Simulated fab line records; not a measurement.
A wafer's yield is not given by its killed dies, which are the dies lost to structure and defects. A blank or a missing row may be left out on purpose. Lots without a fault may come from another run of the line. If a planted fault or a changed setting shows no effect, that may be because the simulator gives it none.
fab line records | flow nand-harc
record lots=11 wafers=33 last-day=33
route steps=1302 shown A_SLIT@923
lots untouched by any fault: they come from a run of this same line in which no faults occurred
start-h: hours from the record's opening day to when the first of the lot's shown wafers began | wait-h: hours from the lot's prior step to this one | " identical to the entry in the row above | L1.1+2: one row covering several wafers at once | - no value, or no start given | * or withheld: withheld | < > ~ a bound
route shown NAME@n: NAME is a module with steps in the file, n the number in the route of the first one | usual: mean/standard deviation taken from wafers without a fault | same: alike in all rows | chamber/n: place in a boat | sites: per-site readings | _std_site: the values' standard deviation | _edge_site: the outer-site mean with the inner-site mean subtracted | radius-mm: for every site, how far away it sits from the centre of the wafer | mask NAME#n: copy n | behind: the tool/chamber that last shaped the wafer | hold: cause of the lot's hold/its duration in hours/its outcome | device: the n, p or np transistor that did not switch | end of line: at the end of the route, the tests of the same wafers | where a step has no rows: the recipe by itself | killed: not the wafer's yield, but the dies lost to structure and defects at the first sort | map: a wafer's dies, marking killed ones x, the rest . and places with no die _
set.NAME: the setting as run; set.NAME@STEP: as run at that earlier step | model.NAME: the simulator's own value behind a step, which no gauge read
a sample of lots followed through the steps of the route, with each step as a table and each wafer as a row
services: the hour from which a tool's chamber was out of use, counted from the record's first day as start-h (under 0 if before that day), plus the number of hours and why
## steps
# step NHARC_A_SLIT_DEP_00
# recipe target-thk-a=62000 temp-c=400 material=aC
# usual throttle-valve-pct=35.000/0.0086
# columns lot.wafer tool chamber start-h wait-h throttle-valve-pct
L737.2 acl-dep-01 0 445.13 - 35.009
L737.5 " 0 446.97 - 34.995
L737.6 " 0 " " 35.004
L739.1 acl-dep-02 0 464.69 - 34.996
L739.2 " 0 " " 34.999
L739.6 " 0 467.86 - 34.994
L740.1 acl-dep-03 0 464.77 - 35.011
L740.2 " 0 " " 35.000
L740.5 " 0 467.28 - 35.012
L738.1 acl-dep-02 0 518.72 - 34.998
L738.2 " 0 " " 35.013
L738.3 " 0 " " 35.009
L750.1 acl-dep-03 0 584.00 - 35.006
L750.4 " 0 585.91 - 35.012
L750.6 " 0 587.18 - 34.994
L752.1 acl-dep-02 0 591.93 - 34.998
L752.4 " 0 593.82 - 34.999
L752.5 " 0 " " 34.986
L753.1 acl-dep-01 0 594.14 - 34.983
L753.3 " 0 595.39 - 35.003
L753.6 " 0 597.27 - 35.006
L751.1 acl-dep-03 0 594.77 - 35.008
L751.5 " 0 597.26 - 34.997
L751.6 " 0 " " 35.004
L754.2 acl-dep-03 0 605.28 - 35.005
L754.4 " 0 606.54 - 35.006
L754.6 " 0 607.80 - 34.999
L758.1 acl-dep-03 0 659.67 - 35.001
L758.5 " 0 662.22 - 34.997
L758.6 " 0 " " 35.010
L759.1 acl-dep-01 0 662.05 - 35.010
L759.3 " 0 663.30 - 34.985
L759.5 " 0 664.55 - 34.998
# step NHARC_A_SLIT_EXPOSE_06
# recipe na=1.35 dose-mj=60.82 mask-id=SLIT
# usual exposure-dose-mJ-cm2=60.80/0.059 reticle-temp-C=23.00/0.11
# columns lot.wafer tool chamber start-h wait-h mask exposure-dose-mJ-cm2 reticle-temp-C
L737.2 arfi-scanner-03 0 448.76 - SLIT#0 60.71 23.10
L737.5 " 0 " " SLIT#0 60.75 23.08
L737.6 " 0 " " SLIT#0 60.88 22.94
L739.1 arfi-scanner-02 0 469.35 - SLIT#0 60.72 23.23
L739.2 " 0 " " SLIT#0 60.71 22.96
L739.6 " 0 " " SLIT#0 60.72 23.06
L740.1 arfi-scanner-01 0 469.50 - SLIT#0 60.81 23.31
L740.2 " 0 " " SLIT#0 60.89 22.95
L740.5 " 0 " " SLIT#0 60.81 23.21
L738.1 arfi-scanner-03 0 523.04 - SLIT#0 60.80 22.87
L738.2 " 0 " " SLIT#0 60.81 22.90
L738.3 " 0 " " SLIT#0 60.81 22.96
L750.1 arfi-scanner-03 0 588.25 - SLIT#0 55.70 23.08
L750.4 " 0 " " SLIT#0 55.67 23.00
L750.6 " 0 " " SLIT#0 55.72 23.12
L752.1 arfi-scanner-03 0 596.14 - SLIT#0 56.74 23.14
L752.4 " 0 " " SLIT#0 56.75 23.07
L752.5 " 0 " " SLIT#0 56.75 23.09
L753.1 arfi-scanner-02 0 598.46 - SLIT#0 60.89 23.02
L753.3 " 0 " " SLIT#0 60.74 23.23
L753.6 " 0 " " SLIT#0 60.82 23.06
L751.1 arfi-scanner-03 0 599.07 - SLIT#0 57.48 22.92
L751.5 " 0 " " SLIT#0 57.51 23.05
L751.6 " 0 " " SLIT#0 57.51 22.98
L754.2 arfi-scanner-02 0 609.00 - SLIT#0 60.83 22.96
L754.4 " 0 " " SLIT#0 60.75 23.11
L754.6 " 0 " " SLIT#0 60.81 23.06
L758.1 arfi-scanner-02 0 664.06 - SLIT#0 60.86 23.23
L758.5 " 0 " " SLIT#0 60.87 23.35
L758.6 " 0 " " SLIT#0 60.78 23.16
L759.1 arfi-scanner-01 0 666.24 - SLIT#0 60.81 23.05
L759.3 " 0 " " SLIT#0 60.89 22.99
L759.5 " 0 " " SLIT#0 60.81 22.96
# step NHARC_A_SLIT_CD_MEAS_09
# recipe target-cd-nm=300 landing-energy-ev=500
# usual cd-nm=299.9/0.4
# columns lot.wafer tool chamber start-h wait-h cd-nm
L737.2 cd-sem-02 0 448.90 - 300.0
L737.5 " 0 " " 299.6
L737.6 " 0 " " 299.8
L739.1 cd-sem-03 0 469.49 - 300.1
L739.2 " 0 " " 300.0
L739.6 " 0 " " 300.1
L740.1 cd-sem-03 0 469.65 - 300.0
L740.2 " 0 " " 299.9
L740.5 " 0 " " 300.4
L738.1 cd-sem-01 0 523.18 - 300.2
L738.2 " 0 " " 299.9
L738.3 " 0 " " 299.5
L750.1 cd-sem-03 0 588.39 - 295.7
L750.4 " 0 " " 295.7
L750.6 " 0 " " 295.9
L752.1 cd-sem-03 0 596.28 - 297.1
L752.4 " 0 " " 297.0
L752.5 " 0 " " 296.7
L753.1 cd-sem-01 0 598.60 - 299.7
L753.3 " 0 " " 299.7
L753.6 " 0 " " 299.6
L751.1 cd-sem-01 0 599.21 - 296.3
L751.5 " 0 " " 296.8
L751.6 " 0 " " 296.4
L754.2 cd-sem-01 0 609.14 - 300.1
L754.4 " 0 " " 300.2
L754.6 " 0 " " 300.5
L758.1 cd-sem-02 0 664.20 - 300.4
L758.5 " 0 " " 300.8
L758.6 " 0 " " 300.4
L759.1 cd-sem-01 0 666.38 - 299.8
L759.3 " 0 " " 299.8
L759.5 " 0 " " 300.1
# step NHARC_A_SLIT_DESCUM_14
# recipe time-s=3 o2-flow-sccm=200 ar-flow-sccm=0 bias-power-w=0 chemistry=O2
# usual chamber-pressure-mTorr=60.00/0.055 drypump-motor-current-A=5.9/0.44 o2-flow-sccm=200.0/0.6 oes-product-au=0.998/0.01 rf-vpp-V=57.9/0.84 showerhead-plenum-p-Torr=1.95/0.066 throttle-valve-pct=11.311/0.01
# columns lot.wafer tool chamber start-h wait-h chamber-pressure-mTorr drypump-motor-current-A o2-flow-sccm oes-product-au rf-hours-counter-h rf-vpp-V showerhead-plenum-p-Torr throttle-valve-pct
L737.2 rie-diel-11 3 449.11 0.1 59.98 6.5 200.9 0.986 0.3 57.4 1.88 11.319
L737.6 " 0 " " 60.06 5.7 199.2 0.989 - 58.7 1.84 11.310
L737.5 " 1 " " 60.07 5.2 199.7 0.990 - 57.9 1.96 11.307
L739.1 rie-diel-11 1 469.68 0.1 59.99 5.2 199.8 0.992 2.1 57.6 1.96 11.298
L739.2 " 3 " " 59.98 6.5 199.5 0.989 1.9 57.5 1.88 11.308
L739.6 " 1 " " 59.96 5.1 199.4 0.996 - 57.4 1.96 11.307
L740.2 rie-diel-02 2 469.85 0.1 59.97 6.1 200.0 0.997 4.2 58.6 2.00 11.305
L740.1 " 0 " " 60.05 6.0 199.6 1.006 3.7 57.9 2.01 11.332
L740.5 " 1 " " 60.01 6.1 199.2 0.989 - 57.4 1.92 11.310
L738.1 rie-diel-11 0 523.37 0.1 60.02 5.6 199.4 0.992 4.5 58.1 1.84 11.302
L738.3 " 1 " " 60.10 5.1 200.3 0.999 4.6 58.2 1.96 11.321
L738.2 " 2 " " 60.06 5.7 199.8 1.007 4.8 58.0 1.96 11.332
L750.1 rie-diel-02 1 588.60 0.1 60.00 6.1 200.1 1.003 0.1 58.6 1.92 11.327
L750.4 " 2 " " 59.99 6.1 200.1 0.997 0.1 59.8 2.00 11.339
L750.6 " 3 " " 60.00 6.1 200.6 1.009 - 59.5 1.93 11.313
L752.1 rie-diel-04 3 596.48 0.1 60.04 6.1 200.0 0.987 1.9 58.7 2.05 11.303
L752.4 " 0 " " 59.99 6.1 199.1 0.981 2.3 57.3 2.03 11.311
L752.5 " 1 " " 60.03 4.9 199.9 0.987 - 58.4 1.87 11.325
L753.1 rie-diel-02 0 598.79 0.1 59.99 6.0 200.4 1.012 1.3 57.8 2.01 11.314
L753.3 " 3 " " 60.04 6.1 200.1 1.004 1.2 58.2 1.93 11.326
L753.6 " 1 " " 59.97 6.1 200.4 1.014 - 57.8 1.92 11.333
L751.1 rie-diel-04 1 599.42 0.1 59.95 4.9 200.5 0.991 3.0 58.0 1.87 11.329
L751.6 " 2 " " 60.00 6.5 200.0 0.986 - 59.2 1.90 11.313
L751.5 " 3 " " 59.92 6.1 200.1 0.983 - 58.5 2.05 11.311
L754.2 rie-diel-02 2 609.33 0.1 59.99 6.1 200.1 0.999 2.8 57.4 2.00 11.312
L754.4 " 3 " " 59.97 6.2 198.3 1.006 2.9 57.7 1.93 11.311
L754.6 " 2 " " 60.06 6.1 200.6 1.005 - 57.7 2.00 11.318
L758.1 rie-diel-04 3 664.38 0.1 60.02 6.0 200.4 0.998 6.8 58.5 2.05 11.310
L758.5 " 3 " " 59.94 6.1 199.9 0.987 - 57.3 2.05 11.318
L758.6 " 0 " " 60.01 6.1 199.3 0.992 - 56.9 2.03 11.317
L759.1 rie-diel-02 3 666.57 0.1 59.97 6.1 200.3 1.008 6.2 58.6 1.93 11.309
L759.3 " 2 " " 59.91 6.1 199.8 0.990 6.7 57.4 2.00 11.285
L759.5 " 0 " " 59.98 6.0 199.4 0.997 - 57.1 2.01 11.310
# step NHARC_A_SLIT_ETCH_26
# recipe bias-v=400 source-w=2000 pressure-mtorr=25 time-s=90 ar-flow-sccm=375 c4f8-flow-sccm=41.7 o2-flow-sccm=83.3 target-depth-a=4000 chemistry=C4F8/O2/Ar
# usual c4f8-flow-sccm=41.71/0.12 chamber-pressure-mTorr=24.999/0.024 drypump-motor-current-A=5.9/0.48 o2-flow-sccm=83.34/0.26 showerhead-plenum-p-Torr=3.58/0.053 throttle-valve-pct=27.619/0.0097
# columns lot.wafer tool chamber start-h wait-h c4f8-flow-sccm chamber-pressure-mTorr drypump-motor-current-A o2-flow-sccm rf-hours-counter-h showerhead-plenum-p-Torr throttle-valve-pct
L737.2 har-etch-01 0 454.46 2.4 41.79 24.983 6.2 83.69 256 3.53 27.618
L737.5 " 1 " " 41.67 24.966 5.8 83.10 - 3.64 27.614
L737.6 " 0 " " 41.87 24.983 6.2 83.06 - 3.54 27.622
L739.1 har-etch-02 1 474.61 3.1 41.74 24.965 5.1 83.11 46 3.65 27.611
L739.2 " 0 " " 41.72 25.032 6.4 83.91 46 3.65 27.607
L739.6 " 1 " " 41.64 25.001 5.1 83.07 - 3.65 27.622
L740.2 har-etch-01 0 474.71 3.0 41.71 25.003 6.2 83.52 268 3.53 27.628
L740.1 " 1 " " 41.73 25.009 5.8 83.49 268 3.64 27.626
L740.5 " 0 " " 41.74 24.962 6.2 83.59 - 3.53 27.628
L738.2 har-etch-01 1 528.30 3.1 41.82 24.985 5.8 83.09 290 3.62 27.613
L738.1 " 0 " " 41.61 25.014 6.2 83.35 290 3.52 27.610
L738.3 " 1 " " 41.69 24.970 5.8 83.40 - 3.62 27.618
L750.1 har-etch-01 0 593.97 2.5 41.54 25.010 6.2 83.52 332 3.49 27.627
L750.4 " 0 " " 41.67 25.001 6.2 83.58 - 3.49 27.605
L750.6 " 1 " " 41.57 25.006 5.9 83.31 - 3.60 27.629
L752.1 har-etch-01 1 601.31 3.0 41.72 25.004 5.8 83.00 336 3.60 27.628
L752.4 " 0 " " 41.85 25.033 6.2 83.41 - 3.49 27.618
L752.5 " 0 " " 42.02 25.014 6.2 83.48 - 3.49 27.611
L753.1 har-etch-02 0 603.73 2.5 41.72 25.010 6.4 83.60 122 3.60 27.603
L753.3 " 1 " " 41.72 25.004 5.1 83.69 - 3.61 27.623
L753.6 " 0 " " 41.67 25.012 6.5 83.66 - 3.60 27.626
L751.1 har-etch-01 1 605.17 2.5 41.77 25.047 5.8 83.51 340 3.60 27.605
L751.6 " 0 " " 41.59 24.982 6.2 83.70 - 3.49 27.628
L751.5 " 1 " " 41.62 25.028 5.8 83.46 - 3.60 27.614
L754.2 har-etch-01 1 614.19 2.4 41.68 24.966 5.8 83.41 347 3.59 27.628
L754.4 " 1 " " 41.67 24.996 5.8 83.13 - 3.59 27.609
L754.6 " 0 " " 41.91 25.022 6.2 83.47 - 3.49 27.616
L758.1 har-etch-02 0 669.28 3.0 41.69 25.012 6.4 83.05 161 3.58 27.614
L758.6 " 0 " " 41.80 24.980 6.4 83.59 - 3.58 27.606
L758.5 " 1 " " 41.54 25.039 5.1 83.25 - 3.58 27.624
L759.1 har-etch-02 1 673.13 2.4 41.52 24.956 5.1 83.78 164 3.58 27.611
L759.3 " 0 " " 41.81 24.929 6.5 83.26 - 3.58 27.612
L759.5 " 0 " " 41.74 24.999 6.5 82.84 - 3.58 27.622
## services
# columns tool chamber start-h hours kind
acl-dep-02 - 423.76 13.0 pm
arfi-scanner-01 - 424.00 4.0 pm
rie-diel-11 - 426.39 0.8 repair
rie-diel-11 - 432.50 9.0 pm
rie-diel-02 3 460.90 2.2 repair
arfi-scanner-02 - 468.06 0.7 repair
arfi-scanner-02 - 472.79 1.5 repair
rie-diel-02 3 476.12 15.2 repair
acl-dep-03 - 482.35 13.0 pm
arfi-scanner-02 - 484.02 4.0 pm
arfi-scanner-03 - 494.16 1.2 repair
rie-diel-04 - 531.90 9.0 pm
arfi-scanner-03 - 540.00 4.0 pm
acl-dep-01 - 549.60 13.0 pm
rie-diel-02 - 570.70 9.0 pm
rie-diel-04 0 571.88 9.3 repair
acl-dep-02 - 605.37 13.0 pm
rie-diel-11 3 608.05 9.4 repair
rie-diel-11 - 609.50 9.0 pm
rie-diel-02 1 635.45 14.8 repair
arfi-scanner-02 - 656.02 4.0 pm
arfi-scanner-03 - 658.27 2.4 repair
acl-dep-03 - 663.49 13.0 pm
rie-diel-04 0 669.44 8.6 repair
## key
first-sign step=NHARC_A_SLIT_EXPOSE_06 reading=exposure-dose-mJ-cm2 direction=down sigmas=71 usual=60.80 struck=56.65
effect step=NHARC_A_SLIT_CD_MEAS_09 reading=cd-nm direction=down sigmas=9 usual=299.9 struck=296.4 through=control-loop
met-at NHARC_A_SLIT_EXPOSE_06
struck-lots L750,L751,L752
tester-left-out L750,L751,L752
loop-trim step=NHARC_A_SLIT_EXPOSE_06 setting=dose lots=L751,L752
not-acting-at NHARC_A_SLIT_DEP_00,NHARC_A_SLIT_DESCUM_14,NHARC_A_SLIT_ETCH_26
onset-between 523.04 588.25
fault kind=process-parameter-drift tool=arfi-scanner-03 chamber=- onset-h=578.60 steps=NHARC_A_SLIT_EXPOSE_06 channel=dose-mj offset=-5.1523 shape=step acts-in=these-recipes-only stated=60.82
# tester-left-out: of these lots the tester's yield and bins aren't shown, on N5 and GAA mostly nor the transistor test; their killed dies are dies lost to structure and defects alone, not to doping, threshold or leakage, so they don't give the yield
# loop-trim: a control loop set the setting to another value than it would have without faults
